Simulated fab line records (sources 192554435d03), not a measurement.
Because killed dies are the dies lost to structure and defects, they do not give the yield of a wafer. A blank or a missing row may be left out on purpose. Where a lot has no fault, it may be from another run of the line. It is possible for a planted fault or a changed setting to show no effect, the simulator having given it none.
Chamber matching | flow n5-finfet | N5_BEOL_M8_PECVD_70 on pecvd-03 has 3 sister chambers
The step deposits SiO2 from TEOS/O2, target thk 20 nm, time 22.7 s. 20 wafers are shown with their chamber, then 10 later ones without.

## EACH WAFER AND ITS CHAMBER
wafer  | chamber | throttle-valve-pct (%) | showerhead-plenum-p-Torr (Torr) | heater-power-w (W)
L075.1 | 2       | 21.4                   | 8.76                            | 759
L075.5 | 0       | 21.8                   | 8.82                            | 729
L075.6 | 2       | 21.8                   | 8.75                            | 760
L077.2 | 2       | 21.9                   | 8.77                            | 810
L077.5 | 0       | 22.1                   | 8.82                            | 743
L077.6 | 1       | 23.6                   | 8.88                            | 583
L078.3 | 2       | 21.7                   | 8.76                            | 706
L078.5 | 1       | 24.0                   | 8.90                            | 620
L078.6 | 2       | 21.6                   | 8.78                            | 739
L079.2 | 0       | 21.4                   | 8.84                            | 734
L079.5 | 0       | 21.6                   | 8.81                            | 746
L079.6 | 2       | 21.8                   | 8.77                            | 858
L082.1 | 0       | 21.8                   | 8.81                            | 726
L082.2 | 2       | 21.8                   | 8.79                            | 722
L082.5 | 2       | 21.5                   | 8.77                            | 726
L083.2 | 1       | 24.1                   | 8.89                            | 663
L083.5 | 1       | 23.7                   | 8.92                            | 682
L083.6 | 0       | 22.0                   | 8.85                            | 663
L084.1 | 2       | 21.6                   | 8.75                            | 831
L084.5 | 2       | 21.5                   | 8.78                            | 849

SIGNATURES, as means of the wafers listed above
reading                  | chamber 0 | chamber 1 | chamber 2 | scatter within a chamber
throttle-valve-pct       | 21.783    | 23.850    | 21.660    | 0.209
showerhead-plenum-p-Torr | 8.8250    | 8.8975    | 8.7680    | 0.0149
heater-power-w           | 723.50    | 637.00    | 776.00    | 47.9
Rule: for each reading, subtract the chamber's mean from the wafer's reading, divide by that reading's scatter and square the result; add these up over the readings and take the root, which gives the wafer's distance from the chamber. The wafer belongs to the nearest chamber; if the next one is less than 2 further off, it can't be placed. The scatter: take each reading less its chamber's mean, square it, sum over the shown wafers, divide by the number of wafers less the number of chambers, and take the root.

## WAFERS WITHOUT THEIR CHAMBER
wafer  | throttle-valve-pct (%) | showerhead-plenum-p-Torr (Torr) | heater-power-w (W)
L084.6 | 24.1                   | 8.88                            | 614
L090.1 | 21.5                   | 8.82                            | 753
L090.3 | 21.7                   | 8.74                            | 761
L090.4 | 23.8                   | 8.86                            | 597
L088.1 | 22.0                   | 8.82                            | 710
L088.3 | 21.9                   | 8.77                            | 699
L088.5 | 23.7                   | 8.91                            | 703
L092.1 | 23.8                   | 8.89                            | 576
L092.2 | 21.9                   | 8.77                            | 716
L092.3 | 21.9                   | 8.83                            | 686

## THE CHAMBER EACH PASSED THROUGH
wafer  | from the rows above     | in truth
L084.6 | 1                       | 1
L090.1 | 0                       | 0
L090.3 | 2                       | 2
L090.4 | 1                       | 1
L088.1 | 0                       | 0
L088.3 | can't be placed: 2 or 0 | 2
L088.5 | 1                       | 1
L092.1 | 1                       | 1
L092.2 | 2                       | 2
L092.3 | 0                       | 0
Correct placement for 9 of the 10. Can't be placed from these rows: 1 (the true chamber is among the candidates in 1). 0 placed wrongly.
